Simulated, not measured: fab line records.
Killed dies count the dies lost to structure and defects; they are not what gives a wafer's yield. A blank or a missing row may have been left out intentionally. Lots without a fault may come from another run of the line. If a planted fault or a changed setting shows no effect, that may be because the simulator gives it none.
fab line records -- flow n5_finfet
record: lots: 7, wafers: 21
route steps=1938 shown BEOL_M0_SAQP@643 BEOL_M0_CUTY@701 BEOL_M1@751 BEOL_M2@867 BEOL_M3@935
start_h: hours from the record's first day to the start of the lot's first wafer shown -- wait_h: hours from the lot's prior step to this one -- " identical to the entry in the row above -- L1.1+2: several wafers, shown together as one row -- - no value, or no start was given -- * or withheld: withheld -- < > ~ a bound
route shown NAME@n: a module of which the file shows steps, and the number in the route of the first -- usual: mean and standard deviation over wafers with no fault -- same: alike in all rows -- chamber/n: place in a boat -- sites: the reading at each site -- _std_site: standard deviation of those values -- _edge_site: mean of outer sites minus mean of inner sites -- radius_mm: how far each site lies from the wafer's centre -- mask NAME#n: copy n -- behind: tool/chamber where the wafer was last shaped -- hold: reason for holding the lot/hours on hold/outcome of the hold -- device: transistor that didn't switch, given as n, p or np -- end of line: the tests these same wafers got at the end of their route -- where a step has no rows: the recipe by itself -- killed: dies that structure and defects cost at the first sort, which is not the same as the wafer's yield -- map: a wafer's dies, x killed, . not, _ none there
set.NAME: setting as actually run; set.NAME@STEP: the setting as run at that earlier step -- model.NAME: the simulator's own value behind a step, which no gauge read
lots with deliberately changed settings; one table per step, one row per wafer
== steps ==
step: N5_BEOL_M0_SAQP_COAT_08
recipe: resist: CAR-ArF, spin_rpm: 1500, resist_thk_nm: 90
lot.wafer,tool,chamber,start_h,wait_h,set.spin_rpm,model.CAR-ArF_of_BEOL_M0_SAQP_COAT_08.thk_nm
L074.2,litho_track-04,0,-,-,1557,88.6
L074.3,litho_track-04,0,-,-,1500,90.2
L074.5,litho_track-04,0,-,-,1500,90.4
L083.2,litho_track-03,0,-,-,1500,90
L083.4,litho_track-03,0,-,-,1452,91.8
L083.6,litho_track-03,0,-,-,1452,91.6
L082.2+6,litho_track-02,0,-,-,1587,87.8
L082.4,litho_track-02,0,-,-,1500,90.2
L087.2,litho_track-02,0,-,-,1500,89.8
L087.5,litho_track-02,0,-,-,1500,90.2
L087.6,litho_track-02,0,-,-,1500,90
L089.3+4+5,litho_track-02,0,-,-,1500,90.2
L091.2,litho_track-03,0,-,-,1500,90
L091.3,litho_track-03,0,-,-,1629,86.2
L091.4,litho_track-03,0,-,-,1500,89.6
L095.1,litho_track-04,0,-,-,1500,90.4
L095.5+6,litho_track-04,0,-,-,1555,88.8
step: N5_BEOL_M0_SAQP_EBR_10
recipe: solvent: PGMEA, ebr_width_mm: 1.5
step: N5_BEOL_M0_SAQP_SOFTBAKE_09
recipe: temp_c: 110, time_s: 60, resist: CAR-ArF
step: N5_BEOL_M0_SAQP_EXPOSE_11
recipe: mask_id: M0_CORE, na: 1.35, source_shape: dipole, sigma_inner: 0.538, sigma_outer: 0.738, polarization: te, target_cd_nm: 42, dose_mj: 55
step: N5_BEOL_M0_SAQP_PEB_12
recipe: peb_temp_c: withheld, peb_time_s: 60, resist: CAR-ArF
step: N5_BEOL_M0_SAQP_DEVELOP_13
recipe: develop_time_s: 30, developer: TMAH, resist: CAR-ArF, dev_temp_c: 23, rinse_liquid: diw, dry: air_spin
lot.wafer,tool,chamber,start_h,wait_h,set.spin_rpm@BEOL_M0_SAQP_COAT_08,model.CAR-ArF_of_BEOL_M0_SAQP_COAT_08.thk_nm
L074.2,litho_track-02,0,-,-,1557,86.8
L074.3,litho_track-02,0,-,-,1500,88.6
L074.5,litho_track-02,0,-,-,1500,88.8
L083.2,litho_track-03,0,-,-,1500,88.4
L083.4+6,litho_track-03,0,-,-,1452,90
L082.2+6,litho_track-04,0,-,-,1587,86.2
L082.4,litho_track-04,0,-,-,1500,88.6
L087.2,litho_track-04,0,-,-,1500,88.2
L087.5+6,litho_track-04,0,-,-,1500,88.4
L089.3+4+5,litho_track-04,0,-,-,1500,88.6
L091.2,litho_track-04,0,-,-,1500,88.2
L091.3,litho_track-04,0,-,-,1629,84.4
L091.4,litho_track-04,0,-,-,1500,88
L095.1,litho_track-02,0,-,-,1500,88.8
L095.5,litho_track-02,0,-,-,1555,87
L095.6,litho_track-02,0,-,-,1555,87.2
step: N5_BEOL_M0_SAQP_DESCUM_19
recipe: chemistry: O2, time_s: 7.9, source_power_w: 50, bias_power_w: 20, pressure_mtorr: 20, rf_frequency_hz: 2.712e+07, temp_c: 40, resist: CAR-ArF, o2_flow_sccm: 225
lot.wafer,tool,chamber,start_h,wait_h,set.spin_rpm@BEOL_M0_SAQP_COAT_08,model.CAR-ArF_of_BEOL_M0_SAQP_COAT_08.thk_nm
L074.2,rie_diel-03,0,108.58,0.1,1557,82
L074.3,rie_diel-03,3,108.58,0.1,1500,83.8
L074.5,rie_diel-03,0,108.58,0.1,1500,84
L083.2,rie_diel-03,2,162.15,0.0,1500,83.6
L083.4+6,rie_diel-03,0,162.15,0.0,1452,85.2
L082.2,rie_diel-03,1,165.44,0.1,1587,81.4
L082.4,rie_diel-03,0,165.44,0.1,1500,83.8
L082.6,rie_diel-03,3,165.44,0.1,1587,81.2
L087.2,rie_diel-04,0,184.20,0.0,1500,83.4
L087.5+6,rie_diel-04,"3,0",184.20,0.0,1500,83.6
L089.3+5,rie_diel-02,1,197.87,0.0,1500,83.6
L089.4,rie_diel-02,0,197.87,0.0,1500,83.8
L091.2,rie_diel-04,3,208.21,0.0,1500,83.4
L091.3,rie_diel-04,2,208.21,0.0,1629,79.6
L091.4,rie_diel-04,1,208.21,0.0,1500,83.2
L095.1,rie_diel-03,2,240.96,0.0,1500,84
L095.5,rie_diel-03,3,240.96,0.0,1555,82.2
L095.6,rie_diel-03,2,240.96,0.0,1555,82.4
step: N5_BEOL_M0_SAQP_ETCH_83
recipe: chemistry: CF4, target: SiARC, target_depth_a: 390, mask_material: CAR-ArF, time_s: 65, ion_energy_ev: 80, pressure_mtorr: 40, source_w: 545, bias_w: 36, Ar_flow_sccm: 100, cf4_flow_sccm: 100, ends: cleared
step: N5_BEOL_M0_SAQP_ETCH_84
recipe: chemistry: N2/H2, target: SOC, target_depth_a: 1000, overetch_a: 200, mask_material: SiARC, temp_c: 40, time_s: 150, ion_energy_ev: 200, pressure_mtorr: 30, source_w: 840, bias_w: 150, n2_flow_sccm: 200, h2_flow_sccm: 200
step: N5_BEOL_M0_SAQP_HM_OPEN_112
recipe: chemistry: CHF3/O2, target: SiO2, stop_on: a-Si, target_depth_a: 120, over_etch_frac: 1.25, mask_material: SOC, time_s: 13.5, pressure_mtorr: 30, source_w: 650, bias_w: 170, Ar_flow_sccm: 200, CHF3_flow_sccm: 50, O2_flow_sccm: 5, ion_energy_ev: 200, ends: end_point
step: N5_BEOL_M0_SAQP_STRIP_113
recipe: chemistry: CHF3/O2, resist: SiARC, rf_frequency_hz: 6e+07
step: N5_BEOL_M0_SAQP_MANDREL_ETCH_20
recipe: target_depth_a: 600, chemistry: HBr/Cl2, target: a-Si, stop_on: SiNx, bt_time_s: 10, mask_material: SOC, over_etch_frac: 0.5, time_s: 30, pressure_mtorr: 10, icp_w: 800, bias_w: 75, HBr_flow_sccm: 150, Cl2_flow_sccm: 80, ends: end_point
usual: oes_product_au: 0.779/0.014
lot.wafer,tool,chamber,start_h,wait_h,set.time_s@BEOL_M0_SAQP_PECVD_04,oes_product_au,model.etch.depth_nm
L074.2,rie_si-03,3,108.86,0.0,60.2,0.805,60.33
L074.3,rie_si-03,2,108.86,0.0,60.2,0.775,59.8
L074.5,rie_si-03,2,108.86,0.0,55.67,0.762,56.5
L083.2,rie_si-03,0,162.43,0.0,52.28,0.736,52.07
L083.4,rie_si-03,3,162.43,0.0,60.2,0.789,60.03
L083.6,rie_si-03,0,162.43,0.0,60.2,0.794,59.99
L082.2,rie_si-02,2,165.72,0.0,55.33,0.739,55.22
L082.4,rie_si-02,3,165.72,0.0,55.33,0.736,54.46
L082.6,rie_si-02,1,165.72,0.0,60.2,0.758,59.97
L087.2,rie_si-02,0,184.48,0.0,53.73,0.714,53.33
L087.5,rie_si-02,1,184.48,0.0,60.2,0.782,61.13
L087.6,rie_si-02,2,184.48,0.0,53.73,0.730,53.66
L089.3,rie_si-03,1,198.15,0.0,60.2,0.785,60.45
L089.4,rie_si-03,0,198.15,0.0,60.2,0.796,60.84
L089.5,rie_si-03,3,198.15,0.0,60.2,0.796,60.44
L091.2,rie_si-03,3,208.48,0.0,60.2,0.792,59.15
L091.3,rie_si-03,2,208.48,0.0,60.2,0.774,58.58
L091.4,rie_si-03,0,208.48,0.0,60.2,0.799,59.85
L095.1,rie_si-02,0,241.24,0.0,60.2,0.758,58.91
L095.5,rie_si-02,2,241.24,0.0,62.49,0.789,61.73
L095.6,rie_si-02,1,241.24,0.0,60.2,0.762,60.64
step: N5_BEOL_M0_CUTY_COAT_50
recipe: resist: SiARC, temp_c: 220, time_s: 60, spin_rpm: 1500, resist_thk_nm: 15
lot.wafer,tool,chamber,start_h,wait_h,set.spin_rpm,model.SiARC_of_BEOL_M0_CUTY_COAT_50.thk_nm
L074.2+3,litho_track-05,0,113.70,0.0,1500,15
L074.5,litho_track-05,0,113.70,0.0,1500,14.8
L083.2+6,litho_track-05,0,167.97,0.0,1500,15
L083.4,litho_track-05,0,167.97,0.0,1404,15.4
L082.2+4,litho_track-01,0,170.60,0.0,1500,15
L082.6,litho_track-01,0,170.60,0.0,1409,15.6
L087.2+6,litho_track-05,0,190.19,0.0,1372,15.8
L087.5,litho_track-05,0,190.19,0.0,1372,15.6
L089.3+4+5,litho_track-01,0,202.72,0.0,1500,15
L091.2,litho_track-04,0,213.03,0.0,1335,16
L091.3+4,litho_track-04,0,213.03,0.0,1500,15
L095.1+6,litho_track-05,0,246.29,0.0,1580,14.6
L095.5,litho_track-05,0,246.29,0.0,1500,15
step: N5_BEOL_M0_CUTY_DESCUM_61
recipe: chemistry: O2, time_s: 7.9, source_power_w: 50, bias_power_w: 20, pressure_mtorr: 20, rf_frequency_hz: 2.712e+07, temp_c: 40, resist: CAR-ArF-block, o2_flow_sccm: 225
lot.wafer,tool,chamber,start_h,wait_h,set.time_s
L074.2+5,rie_diel-01,1,114.56,0.6,6.262
L074.3,rie_diel-01,0,114.56,0.6,7.9
L083.2+4+6,rie_diel-06,"0,2,1",168.41,0.0,7.9
L082.2,rie_diel-06,2,171.39,0.4,9.152
L082.4+6,rie_diel-06,0,171.39,0.4,7.9
L087.2+5,rie_diel-01,"1,2",190.76,0.0,6.909
L087.6,rie_diel-01,3,190.76,0.0,7.9
L089.3+4+5,rie_diel-05,"1,2,0",203.16,0.0,7.9
L091.2,rie_diel-06,0,213.62,0.3,7.9
L091.3+4,rie_diel-06,"1,3",213.62,0.3,8.754
L095.1,rie_diel-06,0,247.20,0.5,7.377
L095.5+6,rie_diel-06,"3,0",247.20,0.5,7.9
step: N5_BEOL_M0_CUTY_ETCH_62
recipe: chemistry: CF4, target: SiARC, mask_material: CAR-ArF-block, time_s: 58.5, ion_energy_ev: 80, pressure_mtorr: 40, source_w: 545, bias_w: 36, Ar_flow_sccm: 100, cf4_flow_sccm: 100, ends: cleared
lot.wafer,tool,chamber,start_h,wait_h,set.time_s@BEOL_M0_CUTY_DESCUM_61,model.CAR-ArF-block_of_BEOL_M0_CUTY_COAT_51.thk_nm
L074.2,rie_diel-01,1,114.60,0.0,6.262,118.8
L074.3,rie_diel-01,0,114.60,0.0,7.9,117
L074.5,rie_diel-01,1,114.60,0.0,6.262,119
L083.2,rie_diel-06,0,168.45,0.0,7.9,118.4
L083.4,rie_diel-06,2,168.45,0.0,7.9,118
L083.6,rie_diel-06,1,168.45,0.0,7.9,118.6
L082.2,rie_diel-06,2,171.43,0.0,9.152,117.4
L082.4,rie_diel-06,0,171.43,0.0,7.9,118.2
L082.6,rie_diel-06,0,171.43,0.0,7.9,118.4
L087.2,rie_diel-01,1,190.79,0.0,6.909,120.2
L087.5,rie_diel-01,2,190.79,0.0,6.909,119.8
L087.6,rie_diel-01,3,190.79,0.0,7.9,119
L089.3+4+5,rie_diel-05,"1,2,0",203.19,0.0,7.9,118.6
L091.2,rie_diel-06,0,213.66,0.0,7.9,118
L091.3,rie_diel-06,1,213.66,0.0,8.754,117.8
L091.4,rie_diel-06,3,213.66,0.0,8.754,117.6
L095.1,rie_diel-06,0,247.24,0.0,7.377,118.6
L095.5,rie_diel-06,3,247.24,0.0,7.9,118.4
L095.6,rie_diel-06,0,247.24,0.0,7.9,118.8
step: N5_BEOL_M1_ILD_DEP_00
recipe: material: SiOC, target_thk_a: 790, temp_c: 350, precursor: DEMS/O2, pressure_torr: 5, rf_w: 500, time_s: 15.3
lot.wafer,tool,chamber,start_h,wait_h,set.time_s,model.SiOC_of_BEOL_M1_ILD_DEP_00.thk_nm
L074.2,pecvd-04,1,118.85,0.0,13.84,69.4
L074.3,pecvd-04,2,118.85,0.0,13.84,69.6
L074.5,pecvd-04,2,118.85,0.0,15.3,78
L082.2,pecvd-01,2,177.59,0.0,15.3,77.8
L082.4,pecvd-01,0,177.59,0.0,16.98,88.4
L082.6,pecvd-01,1,177.59,0.0,16.98,89.2
L083.2,pecvd-04,2,177.66,0.0,13.15,67.6
L083.4,pecvd-04,2,177.66,0.0,13.15,68.2
L083.6,pecvd-04,1,177.66,0.0,13.15,67.8
L087.2,pecvd-04,2,196.28,0.0,15.3,77.6
L087.5,pecvd-04,1,196.28,0.0,15.3,78.6
L087.6,pecvd-04,0,196.28,0.0,15.3,78.2
L089.3,pecvd-01,0,210.92,0.0,15.3,78.8
L089.4,pecvd-01,0,210.92,0.0,15.3,80.4
L089.5,pecvd-01,2,210.92,0.0,15.3,79.2
L091.2,pecvd-01,0,218.52,0.0,14.46,75.4
L091.3,pecvd-01,2,218.52,0.0,14.46,73.8
L091.4,pecvd-01,0,218.52,0.0,15.3,80.8
L095.1,pecvd-01,0,252.36,0.0,15.3,80
L095.5+6,pecvd-01,"2,1",252.36,0.0,17.29,90.4
step: N5_BEOL_M1_THK_MEAS_01
recipe: reads: SiOC_of_BEOL_M1_ILD_DEP_00
usual: M1_ILD_THK: 79.3/1.2
lot.wafer,tool,chamber,start_h,wait_h,set.time_s@BEOL_M1_ILD_DEP_00,M1_ILD_THK[nm]
L074.2,film_metro-02,-,118.92,0.1,13.84,69.4
L074.3,film_metro-02,-,118.92,0.1,13.84,69.6
L074.5,film_metro-02,-,118.92,0.1,15.3,78.0
L082.2,film_metro-01,-,177.65,0.1,15.3,77.7
L082.4,film_metro-01,-,177.65,0.1,16.98,88.4
L082.6,film_metro-01,-,177.65,0.1,16.98,89.1
L083.2,film_metro-01,-,177.72,0.1,13.15,67.7
L083.4,film_metro-01,-,177.72,0.1,13.15,68.2
L083.6,film_metro-01,-,177.72,0.1,13.15,67.8
L087.2,film_metro-02,-,196.35,0.1,15.3,77.6
L087.5,film_metro-02,-,196.35,0.1,15.3,78.5
L087.6,film_metro-02,-,196.35,0.1,15.3,78.1
L089.3,film_metro-01,-,210.99,0.1,15.3,78.9
L089.4,film_metro-01,-,210.99,0.1,15.3,80.4
L089.5,film_metro-01,-,210.99,0.1,15.3,79.3
L091.2,film_metro-01,-,218.59,0.1,14.46,75.3
L091.3,film_metro-01,-,218.59,0.1,14.46,73.8
L091.4,film_metro-01,-,218.59,0.1,15.3,80.8
L095.1,film_metro-01,-,252.43,0.0,15.3,79.9
L095.5,film_metro-01,-,252.43,0.0,17.29,90.4
L095.6,film_metro-01,-,252.43,0.0,17.29,90.4
step: N5_BEOL_M1_PECVD_72
recipe: material: SiO2, target_thk_a: 160, temp_c: 400, precursor: TEOS/O2, pressure_torr: 5.5, rf_w: 450, teos_flow_sccm: 53.8, gas: O2, flow_sccm: 3000, time_s: 18
lot.wafer,tool,chamber,start_h,wait_h,set.time_s,model.SiO2_of_BEOL_M1_PECVD_72.thk_nm
L074.2,pecvd-01,2,118.95,0.0,18,16
L074.3,pecvd-01,0,118.95,0.0,19.64,17.6
L074.5,pecvd-01,2,118.95,0.0,19.64,17.4
L082.2,pecvd-01,0,177.69,0.0,19.97,17.6
L082.4+6,pecvd-01,"1,2",177.69,0.0,18,16
L083.2+4,pecvd-02,"2,1",177.76,0.0,18,16
L083.6,pecvd-02,0,177.76,0.0,18,16.2
L087.2+6,pecvd-02,2,196.38,0.0,18,16
L087.5,pecvd-02,1,196.38,0.0,18,16.2
L089.3,pecvd-04,1,211.02,0.0,18,15.6
L089.4,pecvd-04,1,211.02,0.0,18,15.8
L089.5,pecvd-04,0,211.02,0.0,18,16.6
L091.2+4,pecvd-01,"0,1",218.62,0.0,18,15.8
L091.3,pecvd-01,2,218.62,0.0,18,15.4
L095.1+5,pecvd-04,2,252.47,0.0,19.38,17
L095.6,pecvd-04,0,252.47,0.0,18,16.2
step: N5_BEOL_M2_COAT_67
recipe: resist: SOC, temp_c: 250, time_s: 60, spin_rpm: 1500, resist_thk_nm: 60
lot.wafer,tool,chamber,start_h,wait_h,set.spin_rpm,model.SOC_of_BEOL_M2_COAT_67.thk_nm
L074.2,litho_track-01,0,131.71,0.0,1500,60.2
L074.3+5,litho_track-01,0,131.71,0.0,1500,60
L082.2+4,litho_track-04,0,197.78,0.0,1500,60
L082.6,litho_track-04,0,197.78,0.0,1500,60.2
L083.2,litho_track-02,0,199.29,0.0,1500,60.2
L083.4,litho_track-02,0,199.29,0.0,1500,60
L083.6,litho_track-02,0,199.29,0.0,1588,58.6
L087.2,litho_track-02,0,214.34,0.0,1552,59.2
L087.5,litho_track-02,0,214.34,0.0,1500,60
L087.6,litho_track-02,0,214.34,0.0,1552,59
L089.3+5,litho_track-02,0,222.74,0.0,1500,59.8
L089.4,litho_track-02,0,222.74,0.0,1500,60
L091.2+3,litho_track-04,0,236.38,0.0,1664,57.2
L091.4,litho_track-04,0,236.38,0.0,1664,56.8
L095.1,litho_track-04,0,280.71,0.0,1543,59.2
L095.5,litho_track-04,0,280.71,0.0,1500,60
L095.6,litho_track-04,0,280.71,0.0,1543,59.4
step: N5_BEOL_M2_EXPOSE_25
recipe: mask_id: V1, na: 0.33, source_shape: quasar, sigma_inner: 0.2, sigma_outer: 0.8, polarization: unpolarized, defocus_nm: 5, dose_mj: 63
lot.wafer,tool,chamber,start_h,wait_h,mask,set.dose_mj
L074.2+3+5,euv_scanner-02,0,131.85,-,V1#0,63
L082.2+4,euv_scanner-01,0,197.93,-,V1#0,63
L082.6,euv_scanner-01,0,197.93,-,V1#0,67.57
L083.2+4,euv_scanner-01,0,199.44,-,V1#0,66.27
L083.6,euv_scanner-01,0,199.44,-,V1#0,63
L087.2+6,euv_scanner-02,0,214.49,-,V1#0,65.52
L087.5,euv_scanner-02,0,214.49,-,V1#0,63
L089.3+4+5,euv_scanner-01,0,223.02,-,V1#0,63
L091.2+3+4,euv_scanner-02,0,236.66,-,V1#0,63
L095.1+5+6,euv_scanner-01,0,280.85,-,V1#0,63
step: N5_BEOL_M2_PEB_26
recipe: peb_temp_c: 100, peb_time_s: 60, resist: CAR-EUV
step: N5_BEOL_M2_DEVELOP_27
recipe: develop_time_s: 30, developer: TMAH, resist: CAR-EUV, rinse_liquid: surfactant_rinse, dry: air_spin, dev_temp_c: 23
step: N5_BEOL_M2_ALD_98
recipe: material: SiO2, target_thk_a: 25, temp_c: 100, ald_precursor_family: BDEAS, ald_co_reactant: O2-plasma, pulse_time_s: 1, co_reactant_pulse_time_s: 1, purge_time_s: 2, co_reactant_purge_time_s: 2, ald_cycles: 17, pressure_torr: 2
step: N5_BEOL_M2_ETCHBACK_99
recipe: chemistry: CHF3, target: SiO2, target_depth_a: 50, time_s: 10.4, source_w: 215, bias_w: 47, Ar_flow_sccm: 200, CHF3_flow_sccm: 12, ion_energy_ev: 100, pressure_mtorr: 30
step: N5_BEOL_M2_ETCH_70
recipe: chemistry: N2/H2, target: SOC, target_depth_a: 800, overetch_a: 240, mask_material: SiARC, temp_c: 40, time_s: 130, ion_energy_ev: 200, pressure_mtorr: 30, source_w: 840, bias_w: 150, n2_flow_sccm: 200, h2_flow_sccm: 200
lot.wafer,tool,chamber,start_h,wait_h,set.spin_rpm@BEOL_M2_COAT_67,model.etch.depth_nm
L074.2,rie_diel-01,3,150.45,0.0,1500,60.12
L074.3,rie_diel-01,2,150.45,0.0,1500,60.08
L074.5,rie_diel-01,0,150.45,0.0,1500,59.98
L083.2,rie_diel-05,3,207.78,0.0,1500,60.25
L083.4,rie_diel-05,1,207.78,0.0,1500,60.06
L083.6,rie_diel-05,3,207.78,0.0,1588,58.53
L082.2,rie_diel-05,3,214.33,0.0,1500,60.07
L082.4,rie_diel-05,0,214.33,0.0,1500,59.98
L082.6,rie_diel-05,1,214.33,0.0,1500,60.13
L087.2,rie_diel-06,3,221.07,0.0,1552,59.19
L087.5,rie_diel-06,0,221.07,0.0,1500,59.9
L087.6,rie_diel-06,1,221.07,0.0,1552,59.03
L089.3,rie_diel-06,1,233.61,0.0,1500,59.79
L089.4,rie_diel-06,0,233.61,0.0,1500,60
L089.5,rie_diel-06,0,233.61,0.0,1500,59.89
L091.2,rie_diel-06,1,242.52,0.0,1664,57.11
L091.3,rie_diel-06,0,242.52,0.0,1664,57.1
L091.4,rie_diel-06,3,242.52,0.0,1664,56.84
L095.1,rie_diel-05,0,287.60,0.0,1543,59.21
L095.5,rie_diel-05,0,287.60,0.0,1500,60.09
L095.6,rie_diel-05,1,287.60,0.0,1543,59.39
step: N5_BEOL_M2_STRIP_71
recipe: chemistry: N2/H2, temp_c: 40, n2_flow_sccm: 200, h2_flow_sccm: 200, rf_frequency_hz: 6e+07
step: N5_BEOL_M2_STRIP_78
recipe: chemistry: N2/H2, temp_c: 40, n2_flow_sccm: 200, h2_flow_sccm: 200, rf_frequency_hz: 6e+07
step: N5_BEOL_M2_VIA_ETCH_34
recipe: chemistry: C4F6/O2, target_depth_a: 694, mask_material: SOC, pressure_mtorr: 15, ion_energy_ev: 250, taper_deg: 4, time_s: 65.9, source_w: 350, bias_w: 170, Ar_flow_sccm: 300, C4F6_flow_sccm: 10, O2_flow_sccm: 10
lot.wafer,tool,chamber,start_h,wait_h,set.spin_rpm@BEOL_M2_COAT_67,model.SOC_of_BEOL_M2_COAT_67.thk_nm
L074.2+5,rie_diel-01,"3,0",150.56,0.0,1500,52
L074.3,rie_diel-01,2,150.56,0.0,1500,51.8
L083.2,rie_diel-05,3,207.89,0.0,1500,52.2
L083.4,rie_diel-05,1,207.89,0.0,1500,51.6
L083.6,rie_diel-05,3,207.89,0.0,1588,50.4
L082.2,rie_diel-05,3,214.43,0.0,1500,52
L082.4+6,rie_diel-05,"0,1",214.43,0.0,1500,51.8
L087.2,rie_diel-06,3,221.18,0.0,1552,51.2
L087.5,rie_diel-06,0,221.18,0.0,1500,51.6
L087.6,rie_diel-06,1,221.18,0.0,1552,50.8
L089.3+4,rie_diel-06,"1,0",233.72,0.0,1500,51.6
L089.5,rie_diel-06,0,233.72,0.0,1500,51.4
L091.2,rie_diel-06,1,242.62,0.0,1664,49
L091.3,rie_diel-06,0,242.62,0.0,1664,48.6
L091.4,rie_diel-06,3,242.62,0.0,1664,48.8
L095.1,rie_diel-05,0,287.70,0.0,1543,51
L095.5,rie_diel-05,0,287.70,0.0,1500,51.8
L095.6,rie_diel-05,1,287.70,0.0,1543,51.2
step: N5_BEOL_M3_COAT_61
recipe: resist: SOC, temp_c: 250, time_s: 60, spin_rpm: 1500, resist_thk_nm: 60
lot.wafer,tool,chamber,start_h,wait_h,set.spin_rpm,model.SOC_of_BEOL_M3_COAT_61.thk_nm
L074.2+5,litho_track-01,0,155.12,0.1,1500,60
L074.3,litho_track-01,0,155.12,0.1,1500,60.2
L083.2,litho_track-05,0,214.43,0.1,1554,58.8
L083.4+6,litho_track-05,0,214.43,0.1,1500,60
L082.2,litho_track-03,0,220.26,0.1,1500,60.2
L082.4,litho_track-03,0,220.26,0.1,1500,60.4
L082.6,litho_track-03,0,220.26,0.1,1420,62
L087.2,litho_track-05,0,226.97,0.1,1500,60.2
L087.5,litho_track-05,0,226.97,0.1,1364,63.2
L087.6,litho_track-05,0,226.97,0.1,1500,60
L089.3+4+5,litho_track-01,0,238.99,0.1,1500,60.2
L091.2,litho_track-01,0,250.69,0.1,1500,60.4
L091.3,litho_track-01,0,250.69,0.1,1349,63.6
L091.4,litho_track-01,0,250.69,0.1,1349,63.8
L095.1,litho_track-03,0,297.42,0.1,1357,63.2
L095.5+6,litho_track-03,0,297.42,0.1,1500,60
== key ==
split: step: N5_BEOL_M0_SAQP_COAT_08, setting: spin_rpm, stated: 1500, by: wafer
response: step: N5_BEOL_M0_SAQP_COAT_08, reading: model.CAR-ArF_of_BEOL_M0_SAQP_COAT_08.thk_nm, change: -0.43, per: 1%, r: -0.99
response: step: N5_BEOL_M0_SAQP_DEVELOP_13, reading: model.CAR-ArF_of_BEOL_M0_SAQP_COAT_08.thk_nm, change: -0.441, per: 1%, r: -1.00
response: step: N5_BEOL_M0_SAQP_DESCUM_19, reading: model.CAR-ArF_of_BEOL_M0_SAQP_COAT_08.thk_nm, change: -0.445, per: 1%, r: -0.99
split: step: N5_BEOL_M0_CUTY_COAT_50, setting: spin_rpm, stated: 1500, by: wafer
response: step: N5_BEOL_M0_CUTY_COAT_50, reading: model.SiARC_of_BEOL_M0_CUTY_COAT_50.thk_nm, change: -0.0851, per: 1%, r: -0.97
split: step: N5_BEOL_M0_CUTY_DESCUM_61, setting: time_s, stated: 7.9, by: wafer
response: step: N5_BEOL_M0_CUTY_ETCH_62, reading: model.CAR-ArF-block_of_BEOL_M0_CUTY_COAT_51.thk_nm, change: -0.0695, per: 1%, r: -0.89
split: step: N5_BEOL_M1_ILD_DEP_00, setting: time_s, stated: 15.3, by: wafer
response: step: N5_BEOL_M1_ILD_DEP_00, reading: model.SiOC_of_BEOL_M1_ILD_DEP_00.thk_nm, change: +0.903, per: 1%, r: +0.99
response: step: N5_BEOL_M1_THK_MEAS_01, reading: M1_ILD_THK, change: +0.906, per: 1%, r: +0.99
split: step: N5_BEOL_M1_PECVD_72, setting: time_s, stated: 18, by: wafer
response: step: N5_BEOL_M1_PECVD_72, reading: model.SiO2_of_BEOL_M1_PECVD_72.thk_nm, change: +0.143, per: 1%, r: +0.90
split: step: N5_BEOL_M2_COAT_67, setting: spin_rpm, stated: 1500, by: wafer
response: step: N5_BEOL_M2_COAT_67, reading: model.SOC_of_BEOL_M2_COAT_67.thk_nm, change: -0.255, per: 1%, r: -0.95
response: step: N5_BEOL_M2_ETCH_70, reading: model.etch.depth_nm, change: -0.266, per: 1%, r: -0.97
response: step: N5_BEOL_M2_VIA_ETCH_34, reading: model.SOC_of_BEOL_M2_COAT_67.thk_nm, change: -0.236, per: 1%, r: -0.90
split: step: N5_BEOL_M2_EXPOSE_25, setting: dose_mj, stated: 63, by: wafer
response none clear
split: step: N5_BEOL_M3_COAT_61, setting: spin_rpm, stated: 1500, by: wafer
response: step: N5_BEOL_M3_COAT_61, reading: model.SOC_of_BEOL_M3_COAT_61.thk_nm, change: -0.333, per: 1%, r: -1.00
split outside_this_file step=N5_BEOL_M0_SAQP_PECVD_04 setting=time_s
split outside_this_file: this setting was split too, and the file shows its column; the key of that split is in another file
